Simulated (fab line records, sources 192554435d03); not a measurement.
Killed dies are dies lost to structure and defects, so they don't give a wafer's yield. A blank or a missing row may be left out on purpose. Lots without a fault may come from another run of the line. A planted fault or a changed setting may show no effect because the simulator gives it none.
Split-lot experiment | flow n5_finfet | 7 lots, 21 wafers read, on a route of 1938 steps

THE SPLIT
At N5_BEOL_M1_PECVD_72 (deposits SiO2 from TEOS/O2, target thk 16 nm, time 18 s), the setting time_s was moved away from the recipe's 18 s on 7 of the 21 wafers read, by -14.9% to +12.5%. The other wafers ran this setting at the recipe's value.

The reading is taken at the split's own step.

THE READING
SiO2_of_BEOL_M1_PECVD_72.thk_nm (the simulator's own value, which no gauge read), in nm, at N5_BEOL_M1_PECVD_72 (deposits SiO2 from TEOS/O2, target thk 16 nm, time 18 s). The file gives no usual value for it. The 14 wafers here that ran the recipe average 15.8 nm, standard deviation 0.17 nm.

wafer  | tool, chamber at the split | time_s as run, s | against the recipe | SiO2_of_BEOL_M1_PECVD_72.thk_nm, nm | against lot-mates on the recipe
L076.1 | pecvd-02, 2                | 18               | recipe             | 15.8                                | -
L076.2 | pecvd-02, 0                | 16.86            | -6.3%              | 15                                  | -0.8
L076.5 | pecvd-02, 0                | 16.86            | -6.3%              | 15.4                                | -0.4
L077.2 | pecvd-04, 2                | 18               | recipe             | 15.6                                | -
L077.4 | pecvd-04, 2                | 18               | recipe             | 15.6                                | -
L077.3 | pecvd-04, 0                | 18               | recipe             | 15.8                                | -
L085.2 | pecvd-02, 2                | 15.31            | -14.9%             | 13.6                                | -2.6
L085.3 | pecvd-02, 0                | 18               | recipe             | 16.2                                | -
L085.5 | pecvd-02, 2                | 15.31            | -14.9%             | 14.2                                | -2.0
L089.1 | pecvd-03, 1                | 18               | recipe             | 15.8                                | -
L089.4 | pecvd-03, 0                | 15.36            | -14.7%             | 14                                  | -1.8
L089.5 | pecvd-03, 2                | 15.36            | -14.7%             | 13.8                                | -2.0
L094.2 | pecvd-04, 1                | 18               | recipe             | 15.6                                | -
L094.4 | pecvd-04, 0                | 18               | recipe             | 15.8                                | -
L094.6 | pecvd-04, 2                | 20.25            | +12.5%             | 17.4                                | +1.7
L096.2 | pecvd-02, 0,1              | 18               | recipe             | 16                                  | -
L096.6 | pecvd-02, 0,1              | 18               | recipe             | 16                                  | -
L096.5 | pecvd-02, 2                | 18               | recipe             | 15.8                                | -
L097.2 | pecvd-04, 1                | 18               | recipe             | 15.8                                | -
L097.4 | pecvd-04, 1,2              | 18               | recipe             | 16                                  | -
L097.5 | pecvd-04, 1,2              | 18               | recipe             | 16                                  | -
Where a row lists several chambers, the file gives one row for several wafers and doesn't say which wafer went through which chamber.

THE FIT
A straight line over all 21 wafers: SiO2_of_BEOL_M1_PECVD_72.thk_nm changes by +0.128 nm for each +1% of time_s; r = +0.98; the points scatter about the line by 0.2 nm.
The same after taking each lot's own level away (the mean of its wafers on the recipe; 21 wafers): +0.139 nm for each +1%; r = +0.98; scatter 0.19 nm.
On that fit, the largest move of time_s shifts the reading by 2.1 nm.
The lots' own levels span 15.67 to 16.20 nm, that is 3.1 times the standard deviation above.
So the lot-to-lot level changes the slope little: the two slopes agree.
Check: with one of the wafers moved furthest among these (-14.9%) left out of the fit, the line predicts -1.92 nm for it against its lot-mates. It came out at -2.6 nm against them.

OTHER SPLITS ON THESE WAFERS
These wafers also went through other splits before the reading. Each is held against what the fit with the lots' levels taken away leaves over:
other split on the same wafers        | wafers away from the commonest value | r with SiO2_of_BEOL_M1_PECVD_72.thk_nm (lot level and that fit taken away)
N5_HKMG_FIN_CVD_62 temp_c             | 9                                    | -0.10
N5_HKMG_FIN_ETCH_35 time_s            | 7                                    | +0.00
N5_MOL_CONTACT_COAG_COAT_58 spin_rpm  | 8                                    | +0.36
N5_MOL_CONTACT_COAG_ETCH_105 bias_w   | 8                                    | +0.16
N5_MOL_CONTACT_COAG_ALD_27 ald_cycles | 7                                    | -0.50
N5_BEOL_M0_SAQP_ETCH_107 bias_w       | 3                                    | +0.13
N5_BEOL_M0_DEP_125 time_s             | 7                                    | +0.34

THE FILE'S OWN FIT
SiO2_of_BEOL_M1_PECVD_72.thk_nm changes by +0.138 nm for each +1% of time_s, r = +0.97.
